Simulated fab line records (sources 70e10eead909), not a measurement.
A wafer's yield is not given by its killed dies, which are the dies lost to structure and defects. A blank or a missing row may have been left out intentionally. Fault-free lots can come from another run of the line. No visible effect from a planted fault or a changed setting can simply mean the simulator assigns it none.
fab line records	flow nand_harc
[record] lots = 14	wafers = 42	last_day = 33
route steps=1302 shown A_STAIRCASE@833 HYBRID_BOND@1242 THIN_TSV@1259 END@1302
lots that met no fault: taken from a fault-free run of the same line
start_h: the number of hours between the record's first day and the start of the first shown wafer of the lot	wait_h: hours from the lot's prior step to this one	" unchanged from the row above	L1.1+2: several wafers, shown together as one row	- no value, or no start was given	* or withheld: withheld	< > ~ a bound
route shown NAME@n: a module of which the file shows steps, and the number in the route of the first	usual: mean and standard deviation over wafers with no fault	same: alike in all rows	chamber/n: place in a boat	sites: the reading at each site	_std_site: standard deviation of those values	_edge_site: the outer-site mean with the inner-site mean subtracted	radius_mm: how far each site lies from the wafer's centre	mask NAME#n: copy n	behind: tool/chamber where the wafer was last shaped	hold: why the lot went on hold/how many hours it stayed there/how the hold came to an end	device: transistor that didn't switch, given as n, p or np	end of line: the same wafers' tests at the end of the route	a step without rows: its recipe alone	killed: dies lost to structure and defects at the first sort, not the wafer's yield	map: the dies of a wafer, with x for killed, . for not killed, _ for no die there
set.NAME: the setting the step ran with; set.NAME@STEP: the setting that earlier step ran with	model.NAME: the simulator's own value behind a step, which no gauge read
the route's steps for a sample of lots (tables are steps, rows are wafers)
services: from which hour (start_h, from the record's first day; less than 0 if before it) a tool's chamber was out of use, for how many hours, and why
[[steps]]
[step NHARC_A_STAIRCASE_STRIP_464]
[recipe] o2_flow_sccm = 400	cos_flow_sccm = 20	ar_flow_sccm = 0	bias_w = 0	chemistry = O2/COS
lot.wafer	tool	chamber	start_h	wait_h
L826.2+5+6	rie_diel-01	1,0,1	368.59	-
L827.3+1+5	rie_diel-01	2,0,1	392.37	-
L828.2+4+5	rie_diel-01	2,3,1	393.78	-
L830.1+2+3	rie_diel-05	1,2,3	425.89	-
L831.4+2+6	rie_diel-01	3,0,0	430.82	-
L838.2+3+5	rie_diel-01	0,1,2	496.56	-
L840.4+1+5	rie_diel-05	1,2,0	528.42	-
L839.3+5+6	rie_diel-06	1,2,3	531.77	-
L841.3+2+5	rie_diel-01	0,2,0	532.39	-
L842.2+3+6	rie_diel-01	3,0,2	542.08	-
L847.2+3+6	rie_diel-06	1,3,1	583.82	-
L846.2+4+5	rie_diel-01	0,3,1	583.93	-
L848.3+2+5	rie_diel-01	2,0,2	603.06	-
L849.3+5+6	rie_diel-05	2,1,2	615.65	-
[step NHARC_HYBRID_BOND_OVL_MEAS_05]
[usual] overlay_x_nm = -6/30	overlay_y_nm = 2/31
lot.wafer	tool	chamber	start_h	wait_h	overlay_x_nm	overlay_y_nm
L826.2	overlay-01	-	525.04	0.4	-30	-4
L826.5	"	-	"	"	-41	27
L826.6	"	-	"	"	28	4
L828.2	overlay-02	-	556.65	0.4	-5	-31
L828.4	"	-	"	"	-4	-36
L828.5	"	-	"	"	15	19
L827.1	overlay-02	-	556.66	0.4	9	-43
L827.3	"	-	"	"	-20	24
L827.5	"	-	"	"	-49	-37
L830.1	overlay-02	-	578.69	0.4	-12	-28
L830.2	"	-	"	"	4	51
L830.3	"	-	"	"	-15	-55
L831.2	overlay-01	-	578.69	0.4	-52	21
L831.4	"	-	"	"	-12	25
L831.6	"	-	"	"	47	-1
L838.2	overlay-02	-	644.41	0.4	6	23
L838.3	"	-	"	"	-17	44
L838.5	"	-	"	"	4	16
L840.1	overlay-02	-	673.57	0.4	4	42
L840.4	"	-	"	"	47	65
L840.5	"	-	"	"	37	1
L841.2	overlay-01	-	673.57	0.4	21	69
L841.3	"	-	"	"	-2	8
L841.5	"	-	"	"	-17	16
L839.3	overlay-01	-	681.56	0.4	10	21
L839.5	"	-	"	"	-2	-32
L839.6	"	-	"	"	-68	4
L842.2	overlay-01	-	690.50	0.4	80	-20
L842.3	"	-	"	"	20	-50
L842.6	"	-	"	"	30	29
L847.2	overlay-02	-	739.70	0.4	-31	15
L847.3	"	-	"	"	12	-29
L847.6	"	-	"	"	-31	17
L846.2	overlay-02	-	753.25	0.4	-6	-51
L846.4	"	-	"	"	12	-26
L846.5	"	-	"	"	-43	51
L848.2	overlay-02	-	761.34	0.4	19	-31
L848.3	"	-	"	"	-10	-10
L848.5	"	-	"	"	-52	-20
L849.3	overlay-02	-	774.69	0.4	-69	-33
L849.5	"	-	"	"	-43	11
L849.6	"	-	"	"	20	-52
[step NHARC_THIN_TSV_CD_MEAS_12]
[recipe] target_cd_nm = 1000	landing_energy_ev = 500
[usual] cd_nm = 1000.2/2.2
[same] landing_energy_ev = 500
lot.wafer	tool	chamber	start_h	wait_h	cd_nm
L826.2	cd_sem-03	0	527.66	-	1000.3
L826.5	"	0	"	"	999.7
L826.6	"	0	"	"	1000.5
L828.2	cd_sem-01	0	559.29	-	1000.6
L828.4	"	0	"	"	997.4
L828.5	"	0	"	"	1004.0
L827.1	cd_sem-03	0	561.64	-	1000.0
L827.3	"	0	"	"	1000.0
L827.5	"	0	"	"	999.3
L831.2	cd_sem-03	0	581.34	-	1003.5
L831.4	"	0	"	"	1004.1
L831.6	"	0	"	"	1001.8
L830.1	cd_sem-03	0	582.50	-	1002.4
L830.2	"	0	"	"	1002.0
L830.3	"	0	"	"	999.5
L838.2	cd_sem-03	0	648.37	-	994.7
L838.3	"	0	"	"	1000.0
L838.5	"	0	"	"	998.7
L841.2	cd_sem-02	0	676.31	-	999.8
L841.3	"	0	"	"	998.5
L841.5	"	0	"	"	1000.1
L840.1	cd_sem-01	0	677.37	-	1000.7
L840.4	"	0	"	"	996.5
L840.5	"	0	"	"	1001.0
L839.3	cd_sem-02	0	684.47	-	1003.5
L839.5	"	0	"	"	999.4
L839.6	"	0	"	"	997.0
L842.2	cd_sem-02	0	694.43	-	1003.7
L842.3	"	0	"	"	1000.3
L842.6	"	0	"	"	1002.8
L847.2	cd_sem-01	0	746.55	-	1003.0
L847.3	"	0	"	"	1002.9
L847.6	"	0	"	"	1000.9
L846.2	cd_sem-01	0	755.85	-	1001.0
L846.4	"	0	"	"	999.7
L846.5	"	0	"	"	997.2
L848.2	cd_sem-01	0	763.93	-	999.7
L848.3	"	0	"	"	1001.5
L848.5	"	0	"	"	998.8
L849.3	cd_sem-01	0	777.43	-	999.7
L849.5	"	0	"	"	1002.7
L849.6	"	0	"	"	999.8
[step NHARC_THIN_TSV_ETCH_36]
[recipe] target_depth_a = 650	over_etch_frac = 0.3	time_s = 18.571	ion_energy_ev = 150	chemistry = Cl2/BCl3
[usual] drypump_motor_current_A = 5.4/0.52	oes_product_au = 1.000/0.0081
lot.wafer	tool	chamber	start_h	wait_h	drypump_motor_current_A	oes_product_au	rf_hours_counter_h
L826.2	rie_metal-02	0	534.20	0.2	6.3	1.003	1.4
L826.5	"	1	"	"	5.3	0.994	-
L826.6	"	0	"	"	6.3	1.004	-
L828.2	rie_metal-03	1	566.08	0.2	5.9	0.996	0.6
L828.4	"	1	"	"	5.8	0.993	-
L828.5	"	0	"	"	5.3	1.001	-
L827.1	rie_metal-01	1	568.10	0.2	4.7	0.998	3.2
L827.3	"	0	"	"	5.1	0.992	-
L827.5	"	1	"	"	4.7	0.996	-
L831.2	rie_metal-01	1	587.69	0.2	4.7	0.983	0.2
L831.4	"	0	"	"	5.1	1.014	-
L831.6	"	0	"	"	5.1	1.005	-
L830.2	rie_metal-03	0	588.96	0.2	5.3	0.993	1.1
L830.1	"	1	"	"	5.9	1.007	1.1
L830.3	"	0	"	"	5.3	0.999	-
L838.2	rie_metal-03	1	654.82	0.2	5.8	1.015	2.1
L838.3	"	0	"	"	5.3	1.006	-
L838.5	"	0	"	"	5.3	1.014	-
L841.2	rie_metal-03	0	682.75	0.2	5.3	0.999	2.4
L841.3	"	1	"	"	5.9	0.991	-
L841.5	"	0	"	"	5.3	1.002	-
L840.1	rie_metal-02	0	683.68	0.2	6.3	1.005	0.8
L840.4	"	0	"	"	6.3	1.005	-
L840.5	"	1	"	"	5.4	0.995	-
L839.3	rie_metal-01	0	690.91	0.2	5.1	1.014	-
L839.5	"	0	"	"	5.1	1.007	-
L839.6	"	1	"	"	4.7	0.996	-
L842.2	rie_metal-02	1	700.88	0.2	5.3	0.990	1.2
L842.3	"	1	"	"	5.3	1.001	-
L842.6	"	0	"	"	6.3	1.003	-
L847.2	rie_metal-02	0	753.17	0.2	6.2	0.997	2.2
L847.3	"	0	"	"	6.2	0.991	-
L847.6	"	1	"	"	5.3	0.991	-
L846.2	rie_metal-03	1	762.62	0.2	5.8	1.008	0.8
L846.4	"	1	"	"	5.9	1.002	-
L846.5	"	0	"	"	5.3	1.005	-
L848.2	rie_metal-01	1	770.52	0.2	4.7	0.987	0.2
L848.3	"	1	"	"	4.7	1.000	-
L848.5	"	0	"	"	5.1	1.001	-
L849.3	rie_metal-01	1	783.94	0.1	4.7	0.998	-
L849.6	"	0	"	"	5.1	0.996	-
L849.5	"	1	"	"	4.7	1.002	-
[step NHARC_END_SORT_01]
[recipe] temp_c = 25
[usual] killed_at_array = 53/19	killed_at_other = 0.7/1.1	killed_at_periphery = 4.2/2.7	killed_dies = 58/18	killed_open = 3.1/1.9	killed_short = 2.5/1.6
[same] gross_dies = 677
lot.wafer	tool	chamber	start_h	wait_h	killed_at_array	killed_at_other	killed_at_periphery	killed_dies	killed_open	killed_short
L828.2	prober-02	0	580.11	2.8	173	2	3	178	1	4
L828.4	prober-02	0	581.72	3.4	169	0	0	169	1	0
L828.5	prober-02	0	582.52	3.7	122	0	4	126	1	1
L831.2	prober-02	0	597.11	2.8	111	1	1	113	1	1
L831.4	prober-02	0	598.72	3.4	129	1	6	136	2	2
L831.6	prober-02	0	600.34	4.0	114	2	3	119	5	4
// killed by level:class
L828.2 A_STAIRCASE:unspecified=97 A_CHANNEL_HOLE_D2:chamber_film_flake=27 A_CHANNEL_HOLE_D1:chamber_film_flake=21 A_SLIT:chamber_film_flake=21 STARTING-WAFER:geometric_particle:short=2 A_STAIRCASE:chamber_film_flake=2 A_CONTACT:chamber_film_flake=2 A_CHANNEL_FILL_D1:geometric_particle:short=1
L828.4 A_STAIRCASE:unspecified=95 A_SLIT:chamber_film_flake=24 A_CHANNEL_HOLE_D1:chamber_film_flake=22 A_CHANNEL_HOLE_D2:chamber_film_flake=22 A_CONTACT:chamber_film_flake=3 A_WL_FILL:chamber_film_flake=2 A_CONTACT:geometric_particle:open=1
L828.5 A_STAIRCASE:unspecified=40 A_SLIT:chamber_film_flake=28 A_CHANNEL_HOLE_D2:chamber_film_flake=27 A_CHANNEL_HOLE_D1:chamber_film_flake=21 A_STAIRCASE:chamber_film_flake=3 P_BONDPAD:chamber_film_flake=2 P_M0:geometric_particle:open=1 A_ONON_D1:geometric_particle:short=1
L831.2 A_STAIRCASE:unspecified=73 A_CHANNEL_HOLE_D2:chamber_film_flake=15 A_CHANNEL_HOLE_D1:chamber_film_flake=9 A_CONTACT:chamber_film_flake=9 A_STAIRCASE:chamber_film_flake=3 A_CHANNEL_FILL_D1:chamber_film_flake=2 P_M0:geometric_particle:open=1 STARTING-WAFER:geometric_particle:short=1
L831.4 A_STAIRCASE:unspecified=102 A_CHANNEL_HOLE_D2:chamber_film_flake=10 A_CONTACT:chamber_film_flake=7 A_CHANNEL_HOLE_D1:chamber_film_flake=4 P_STI:chamber_film_flake=2 P_GATE:chamber_film_flake=2 A_STAIRCASE:chamber_film_flake=2 P_STI:geometric_particle:open=1
L831.6 A_STAIRCASE:unspecified=72 A_CHANNEL_HOLE_D1:chamber_film_flake=12 A_CHANNEL_HOLE_D2:chamber_film_flake=9 A_CONTACT:chamber_film_flake=7 A_STAIRCASE:chamber_film_flake=6 A_CHANNEL_FILL_D2:geometric_particle:short=2 THIN_TSV:chamber_film_flake=2 P_CONTACT:geometric_particle:open=1
[[services]]
tool	chamber	start_h	hours	kind
rie_metal-02	1	349.59	126.5	repair
rie_diel-05	1	365.82	2.9	repair
rie_diel-01	-	377.14	1.4	repair
rie_diel-01	-	381.26	9.0	pm
rie_metal-01	-	398.00	9.0	pm
rie_diel-05	-	406.63	9.0	pm
rie_metal-03	-	407.59	0.3	repair
rie_metal-02	0	418.98	1.9	repair
rie_metal-03	0	423.26	29.6	repair
rie_diel-01	1	441.49	7.4	repair
rie_metal-03	-	452.38	4.6	repair
rie_metal-02	-	454.30	9.0	pm
rie_metal-03	-	519.00	9.0	pm
rie_diel-05	2	524.64	1.5	repair
rie_diel-01	3	528.71	7.8	repair
rie_diel-01	-	558.26	9.0	pm
rie_metal-01	-	575.00	9.0	pm
rie_diel-05	-	583.68	9.0	pm
rie_metal-02	1	591.78	5.9	repair
rie_metal-02	-	631.30	9.0	pm
rie_metal-03	-	696.00	9.0	pm
rie_metal-01	-	752.00	9.0	pm
rie_diel-01	2	759.74	8.3	repair
rie_diel-05	-	760.68	9.0	pm
[[key]]
[first_sign] step = NHARC_END_SORT_01	reading = killed_at_array	direction = up	sigmas = 4.5	usual = 53	struck = 136
[effect] step = NHARC_END_SORT_01	reading = killed_dies	direction = up	sigmas = 4.5	usual = 58	struck = 140
[more_kills_born_at] NHARC_A_STAIRCASE_STRIP_464@rie_diel-01 = 475
met_at NHARC_A_STAIRCASE_STRIP_464
struck_lots L828,L831
tester_left_out L828,L831
not_acting_at NHARC_HYBRID_BOND_OVL_MEAS_05,NHARC_THIN_TSV_CD_MEAS_12,NHARC_THIN_TSV_ETCH_36
onset_between 392.37 393.78
[fault] kind = chamber_particle_source	tool = rie_diel-01	chamber = -	onset_h = 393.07	steps = NHARC_A_STAIRCASE_STRIP_464	rate_per_visit_cm2 = 1.7106	end_h = 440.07
// tester_left_out: of these lots the tester's yield and bins aren't shown, on N5 and GAA mostly nor the transistor test; their killed dies are dies lost to structure and defects alone, not to doping, threshold or leakage, so they don't give the yield
